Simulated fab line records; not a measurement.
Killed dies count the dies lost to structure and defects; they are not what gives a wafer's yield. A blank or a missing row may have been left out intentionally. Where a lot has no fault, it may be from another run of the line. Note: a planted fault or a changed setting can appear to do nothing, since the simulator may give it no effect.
fab line records | flow nand-harc
record: lots: 5 | wafers: 15 | last-day: 24
route steps=1159 shown P_GATE@155 END@1159
lots with no fault: from the same line, run without faults
start-h: hours from the record's first day to the start of the lot's first wafer shown | wait-h: time in hours since the lot's previous step | " unchanged from the row above | L1.1+2: a row that stands for several wafers | - no value, or no start was given | * or withheld: withheld | < > ~ a bound
route shown NAME@n: names a module that has steps shown in the file, with the first one's number in the route | usual: mean/standard deviation taken from wafers without a fault | same: alike in all rows | chamber/n: place in a boat | sites: per-site readings | _std_site: their standard deviation | _edge_site: outer sites' mean less inner sites' | radius-mm: how far each site lies from the wafer's centre | mask NAME#n: copy n | behind: the last tool/chamber to shape the wafer | hold: cause of the lot's hold/its duration in hours/its outcome | device: which transistor (n, p or np) failed to switch | end of line: tests of these same wafers at the route's end | step lacking rows: just its recipe | killed: dies that structure and defects cost at the first sort, which is not the same as the wafer's yield | map: a wafer's dies, x killed, . not, _ none there
set.NAME: the setting as run; set.NAME@STEP: as run at that earlier step | model.NAME: the simulator's own value behind a step, which no gauge read
lots seen at some steps along the route; tables by step, rows by wafer
services: the hour from which a tool's chamber was out of use, counted from the record's first day as start-h (under 0 if before that day), plus the number of hours and why
== steps ==
step: NHARC_P_GATE_ALD_36
recipe: target-thk-a: 200 | pulse-time-s: 60 | ald-cycles: 223 | temp-c: 400 | material: SiNx
usual: heater-power-w: 839/100 | precursor-pulse-height-rel: 0.999/0.021
lot.wafer | tool       | chamber | start-h | wait-h | heater-power-w | precursor-pulse-height-rel
L816.4    | ald-sin-02 | 1       | 109.14  | -      | 767            | 0.996
L816.3    | "          | 2       | 110.20  | -      | 885            | 0.981
L816.2    | "          | 3       | 111.25  | -      | 710            | 0.974
L826.3    | ald-sin-02 | 2       | 170.83  | -      | 918            | 1.041
L826.4    | "          | 3       | 171.89  | -      | 741            | 0.990
L826.2    | "          | 0       | 172.95  | -      | 929            | 0.967
L829.4    | ald-sin-01 | 3       | 182.85  | -      | 994            | 0.992
L829.2    | "          | 0       | 183.90  | -      | 724            | 1.005
L829.5    | "          | 3       | 187.08  | -      | 971            | 0.998
L831.2    | ald-sin-01 | 1       | 195.37  | -      | 817            | 0.992
L831.5    | "          | 1       | 199.54  | -      | 811            | 1.019
L831.6    | "          | 2       | 200.59  | -      | 945            | 0.977
L837.2    | ald-sin-01 | 2       | 224.71  | -      | 971            | 0.997
L837.3    | "          | 3       | 225.75  | -      | 976            | 0.953
L837.4    | "          | 0       | 226.78  | -      | 733            | 1.011
step: NHARC_P_GATE_ETCHBACK_37
recipe: target-depth-a: 345 | time-s: 17.2 | chf3-flow-sccm: 50 | o2-flow-sccm: 10 | ar-flow-sccm: 200 | rf-w: 500 | bias-w: 200 | chemistry: CHF3/O2
usual: chf3-flow-sccm: 50.00/0.15 | drypump-motor-current-A: 5.6/0.33 | oes-product-au: 0.95/0.04 | rf-vpp-V: 371.8/1.5 | showerhead-plenum-p-Torr: 2.46/0.06 | throttle-valve-pct: 20.572/0.0091
lot.wafer | tool        | chamber | start-h | wait-h | chf3-flow-sccm | drypump-motor-current-A | oes-product-au | rf-hours-counter-h | rf-vpp-V | showerhead-plenum-p-Torr | throttle-valve-pct
L816.2    | rie-diel-02 | 2       | -       | -      | 49.99          | 6.2                     | 0.90           | 26                 | 369.7    | 2.36                     | 20.571
L816.3    | "           | 3       | "       | "      | 50.02          | 5.1                     | 1.01           | 23                 | 371.5    | 2.47                     | 20.560
L816.4    | "           | 1       | "       | "      | 50.22          | 5.5                     | 0.93           | 25                 | 373.0    | 2.52                     | 20.585
L826.4    | rie-diel-02 | 1       | -       | -      | 50.17          | 5.5                     | 0.92           | 3                  | 372.5    | 2.51                     | 20.564
L826.2    | "           | 2       | "       | "      | 49.86          | 6.1                     | 0.91           | 4                  | 369.9    | 2.36                     | 20.572
L826.3    | "           | 0       | "       | "      | 50.00          | 5.5                     | 0.91           | 3                  | 370.7    | 2.41                     | 20.562
L829.2    | rie-diel-04 | 0       | -       | -      | 49.98          | 5.5                     | 0.92           | 24                 | 371.4    | 2.45                     | 20.561
L829.4    | "           | 1       | "       | "      | 49.95          | 5.6                     | 0.92           | -                  | 372.2    | 2.49                     | 20.577
L829.5    | "           | 3       | "       | "      | 49.94          | 5.8                     | 0.92           | -                  | 370.8    | 2.40                     | 20.568
L831.2    | rie-diel-02 | 0       | -       | -      | 50.06          | 5.5                     | 0.92           | 8                  | 370.9    | 2.41                     | 20.567
L831.6    | "           | 0       | "       | "      | 50.01          | 5.5                     | 0.91           | -                  | 369.9    | 2.41                     | 20.574
L831.5    | "           | 1       | "       | "      | 50.12          | 5.5                     | 0.92           | -                  | 373.6    | 2.51                     | 20.574
L837.4    | rie-diel-02 | 1       | -       | -      | 49.95          | 5.5                     | 0.93           | 14                 | 372.9    | 2.51                     | 20.565
L837.3    | "           | 2       | "       | "      | 49.84          | 6.2                     | 0.91           | 13                 | 369.6    | 2.36                     | 20.578
L837.2    | "           | 3       | "       | "      | 50.06          | 5.1                     | 0.92           | 12                 | 371.6    | 2.47                     | 20.577
step: NHARC_P_GATE_STRIP_101
recipe: time-s: 20 | o2-flow-sccm: 500 | ar-flow-sccm: 0 | bias-w: 0 | chemistry: O2
usual: drypump-motor-current-A: 5.7/0.34 | oes-product-au: 1.000/0.012 | rf-vpp-V: 58.0/0.97 | showerhead-plenum-p-Torr: 3.60/0.087 | throttle-valve-pct: 17.037/0.0093
lot.wafer | tool        | chamber | start-h | wait-h | drypump-motor-current-A | oes-product-au | rf-hours-counter-h | rf-vpp-V | showerhead-plenum-p-Torr | throttle-valve-pct
L816.4    | rie-diel-02 | 1       | 118.93  | 0.2    | 5.6                     | 0.993          | 26                 | 59.3     | 3.70                     | 17.050
L816.2    | "           | 3       | "       | "      | 5.1                     | 0.995          | 23                 | 58.6     | 3.63                     | 17.057
L816.3    | "           | 0       | "       | "      | 5.5                     | 0.988          | 26                 | 57.6     | 3.55                     | 17.033
L826.3    | rie-diel-02 | 0       | 179.40  | 0.1    | 5.5                     | 0.992          | 3                  | 58.5     | 3.55                     | 17.041
L826.4    | "           | 1       | "       | "      | 5.5                     | 1.015          | 3                  | 57.2     | 3.69                     | 17.031
L826.2    | "           | 2       | "       | "      | 6.2                     | 0.992          | 4                  | 59.0     | 3.47                     | 17.042
L829.2    | rie-diel-04 | 0       | 191.50  | 0.2    | 5.6                     | 1.003          | 24                 | 58.5     | 3.59                     | 17.032
L829.4    | "           | 0       | "       | "      | 5.6                     | 0.997          | -                  | 58.8     | 3.59                     | 17.041
L829.5    | "           | 3       | "       | "      | 5.8                     | 1.002          | -                  | 58.4     | 3.52                     | 17.024
L831.2    | rie-diel-02 | 2       | 204.90  | 0.1    | 6.2                     | 0.984          | 8                  | 57.2     | 3.47                     | 17.030
L831.5    | "           | 1       | "       | "      | 5.5                     | 1.013          | -                  | 59.0     | 3.69                     | 17.049
L831.6    | "           | 2       | "       | "      | 6.1                     | 0.986          | -                  | 56.1     | 3.47                     | 17.045
L837.4    | rie-diel-02 | 1       | 234.19  | 0.1    | 5.5                     | 1.008          | 14                 | 60.4     | 3.68                     | 17.043
L837.3    | "           | 2       | "       | "      | 6.2                     | 0.979          | 13                 | 58.3     | 3.46                     | 17.034
L837.2    | "           | 0       | "       | "      | 5.5                     | 0.991          | 13                 | 57.9     | 3.54                     | 17.033
step: NHARC_P_GATE_PRECLEAN_97
recipe: time-s: 600 | temp-c: 120 | chemistry: SPM
step: NHARC_P_GATE_SRD_98
step: NHARC_P_GATE_PRECLEAN_99
recipe: time-s: * | temp-c: 50 | bath-age-min: 0 | chemistry: SC1
step: NHARC_P_GATE_SRD_100
step: NHARC_P_GATE_DEHYDRATE_38
recipe: temp-c: 150 | time-s: 120
step: NHARC_P_GATE_HMDS_39
recipe: time-s: 30
step: NHARC_P_GATE_COAT_40
recipe: spin-rpm: 3000
step: NHARC_P_GATE_SOFTBAKE_41
recipe: temp-c: 122 | time-s: 95
step: NHARC_P_GATE_EBR_42
step: NHARC_P_GATE_EXPOSE_43
recipe: na: 0.6 | target-cd-nm: 720 | dose-mj: 14.81 | mask-id: P_NSD
lot.wafer  | tool           | chamber | start-h | wait-h | mask
L816.2+3+4 | krf-scanner-02 | 0       | 119.70  | -      | P_PSD#0
L826.2+3+4 | krf-scanner-02 | 0       | 180.16  | -      | P_NSD#0
L829.2+4+5 | krf-scanner-04 | 0       | 192.28  | -      | P_NSD#0
L831.2+5+6 | krf-scanner-04 | 0       | 205.55  | -      | P_NSD#0
L837.2+3+4 | krf-scanner-03 | 0       | 234.96  | -      | P_NSD#0
step: NHARC_P_GATE_PEB_44
recipe: peb-temp-c: 118 | peb-time-s: 85
step: NHARC_P_GATE_DEVELOP_45
recipe: time-s: 70
step: NHARC_P_GATE_CD_MEAS_46
recipe: target-cd-nm: 720 | landing-energy-ev: 500
usual: cd-nm: 720.5/1.9
lot.wafer | tool      | chamber | start-h | wait-h | cd-nm
L816.2    | cd-sem-01 | 0       | 119.85  | -      | -
L816.3    | "         | 0       | "       | "      | -
L816.4    | "         | 0       | "       | "      | -
L826.2    | cd-sem-01 | 0       | 180.32  | -      | 720.8
L826.3    | "         | 0       | "       | "      | 721.3
L826.4    | "         | 0       | "       | "      | 720.9
L829.2    | cd-sem-02 | 0       | 192.44  | -      | 717.6
L829.4    | "         | 0       | "       | "      | 717.0
L829.5    | "         | 0       | "       | "      | 715.8
L831.2    | cd-sem-02 | 0       | 205.70  | -      | 721.5
L831.5    | "         | 0       | "       | "      | 719.2
L831.6    | "         | 0       | "       | "      | 718.7
L837.2    | cd-sem-02 | 0       | 235.11  | -      | 723.8
L837.3    | "         | 0       | "       | "      | 722.5
L837.4    | "         | 0       | "       | "      | 721.8
step: NHARC_P_GATE_HARDBAKE_47
recipe: temp-c: 125 | time-s: 80
step: NHARC_END_SORT_01
recipe: temp-c: 25
usual: killed-at-array: 28/8.6 | killed-at-other: 0.7/1.2 | killed-at-periphery: 3.1/2.3 | killed-dies: 32/8.7 | killed-open: 3.2/1.7 | killed-short: 2.0/1.5
same: gross-dies: 677
lot.wafer | tool      | chamber | start-h | wait-h | killed-at-array | killed-at-other | killed-at-periphery | killed-dies | killed-open | killed-short
L816.2    | prober-01 | 0       | 445.13  | 2.8    | 26              | 3               | 648                 | 677         | 3           | 2
L816.3    | prober-01 | 0       | 445.92  | 3.1    | 22              | 3               | 652                 | 677         | 1           | 2
L816.4    | prober-01 | 0       | 446.72  | 3.4    | 23              | 1               | 653                 | 677         | 5           | 1
killed by level:class
L816.2 P_GATE:area-expose=645 A_SLIT:chamber-film-flake=11 P_GATE:chamber-film-flake=3 A_SGD_CUT:chamber-film-flake=3 THIN_TSV:chamber-film-flake=3 A_ZERO_WELL:chamber-film-flake=2 A_CHANNEL_HOLE_D1:chamber-film-flake=2 A_CONTACT:chamber-film-flake=2
L816.3 P_GATE:area-expose=646 A_SLIT:chamber-film-flake=11 A_SGD_CUT:chamber-film-flake=7 P_GATE:chamber-film-flake=3 THIN_TSV:chamber-film-flake=3 P_GATE:geometric-particle:open=1 P_CONTACT:geometric-particle:short=1 A_CONTACT:geometric-particle:short=1
L816.4 P_GATE:area-expose=650 A_SLIT:chamber-film-flake=6 A_CHANNEL_HOLE_D1:chamber-film-flake=4 A_CONTACT:chamber-film-flake=4 A_STAIRCASE:chamber-film-flake=3 A_SGD_CUT:chamber-film-flake=3 P_STI:geometric-particle:short=1 P_GATE:geometric-particle:open=1
map L816.2 (x killed, . not)
____________x____________
_________xxxxxxx_________
_______xxxxxxxxxxx_______
______xxxxxxxxxxxxx______
_____xxxxxxxxxxxxxxx_____
____xxxxxxxxxxxxxxxxx____
____xxxxxxxxxxxxxxxxx____
___xxxxxxxxxxxxxxxxxxx___
___xxxxxxxxxxxxxxxxxxx___
__xxxxxxxxxxxxxxxxxxxxx__
__xxxxxxxxxxxxxxxxxxxxx__
_xxxxxxxxxxxxxxxxxxxxxxx_
_xxxxxxxxxxxxxxxxxxxxxxx_
_xxxxxxxxxxxxxxxxxxxxxxx_
_xxxxxxxxxxxxxxxxxxxxxxx_
_xxxxxxxxxxxxxxxxxxxxxxx_
xxxxxxxxxxxxxxxxxxxxxxxxx
xxxxxxxxxxxxxxxxxxxxxxxxx
xxxxxxxxxxxxxxxxxxxxxxxxx
xxxxxxxxxxxxxxxxxxxxxxxxx
xxxxxxxxxxxxxxxxxxxxxxxxx
_xxxxxxxxxxxxxxxxxxxxxxx_
_xxxxxxxxxxxxxxxxxxxxxxx_
_xxxxxxxxxxxxxxxxxxxxxxx_
_xxxxxxxxxxxxxxxxxxxxxxx_
_xxxxxxxxxxxxxxxxxxxxxxx_
__xxxxxxxxxxxxxxxxxxxxx__
__xxxxxxxxxxxxxxxxxxxxx__
___xxxxxxxxxxxxxxxxxxx___
___xxxxxxxxxxxxxxxxxxx___
____xxxxxxxxxxxxxxxxx____
____xxxxxxxxxxxxxxxxx____
_____xxxxxxxxxxxxxxx_____
______xxxxxxxxxxxxx______
_______xxxxxxxxxxx_______
_________xxxxxxx_________
____________x____________
map L826.2 (x killed, . not)
____________.____________
_________......._________
_______..........._______
______.............______
_____..............._____
____.................____
____..............x..____
___...................___
___x..................___
__.....................__
__.....................__
_......................._
_......................._
_.............x........._
_......................._
_...............x......._
................x......x.
.........................
....................x....
..................xxx....
..................xx.....
_..........x......x....._
_........x..x..........._
_.......x..............._
_.........xxx..........._
_........xx.xx.........._
__........xxxx.......x.__
__.....................__
___.......x.x.........___
___...x.x.x.x.........___
____......x........x.____
____.......x.x....x..____
_____.......xxx....._____
______.............______
_______..........._______
_________......._________
____________.____________
== services ==
tool           | chamber | start-h | hours | kind
rie-diel-02    | 3       | 93.50   | 17.5  | repair
krf-scanner-02 | -       | 95.54   | 1.6   | repair
rie-diel-02    | 0       | 105.52  | -     | clean
rie-diel-02    | 1       | 105.52  | -     | clean
rie-diel-02    | 2       | 105.52  | -     | clean
rie-diel-04    | -       | 111.92  | 9.0   | pm
ald-sin-01     | -       | 124.98  | 0.6   | repair
krf-scanner-04 | -       | 126.00  | 4.0   | pm
rie-diel-02    | 0       | 130.08  | -     | clean
rie-diel-02    | 1       | 130.08  | -     | clean
rie-diel-02    | 2       | 130.08  | -     | clean
rie-diel-02    | 3       | 130.08  | -     | clean
rie-diel-02    | -       | 140.44  | 1.9   | repair
krf-scanner-02 | -       | 148.92  | 0.8   | repair
rie-diel-02    | -       | 150.83  | 9.0   | pm
rie-diel-02    | 0       | 150.83  | 9.0   | vent-cycle
ald-sin-02     | 3       | 162.37  | 2.6   | repair
krf-scanner-03 | -       | 168.00  | 4.0   | pm
rie-diel-04    | 3       | 173.13  | 4.1   | repair
rie-diel-04    | 2       | 185.68  | 6.1   | repair
krf-scanner-02 | -       | 203.03  | 1.1   | repair
krf-scanner-02 | -       | 210.00  | 4.0   | pm
ald-sin-01     | 3       | 212.88  | 4.2   | repair
krf-scanner-02 | -       | 214.07  | 8.1   | repair
== key ==
first-sign: step: NHARC_P_GATE_EXPOSE_43 | reading: mask | direction: changed
effect: step: NHARC_P_GATE_CD_MEAS_46 | reading: cd-nm | direction: missing
effect: step: NHARC_END_SORT_01 | reading: killed-at-periphery | direction: up | sigmas: 99+ | usual: 3.1 | struck: 651
more-kills-born-at: NHARC_P_GATE_EXPOSE_43@krf-scanner-02: 1941
met-at NHARC_P_GATE_EXPOSE_43
struck-wafers L816.2,L816.3,L816.4
later-rows-left-out L816.2,L816.3,L816.4
tester-left-out L816
fault: kind: wrong-mask | tool: any | chamber: - | onset-h: 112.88 | steps: NHARC_P_GATE_EXPOSE_43 | aux-copy: P_PSD#0 | scope: struck-lots-only
tester-left-out: of these lots the tester's yield and bins aren't shown, on N5 and GAA mostly nor the transistor test; their killed dies are dies lost to structure and defects alone, not to doping, threshold or leakage, so they don't give the yield
later-rows-left-out: the simulator's readings of these wafers behind a module that went badly wrong aren't trusted and aren't shown, but for the sort
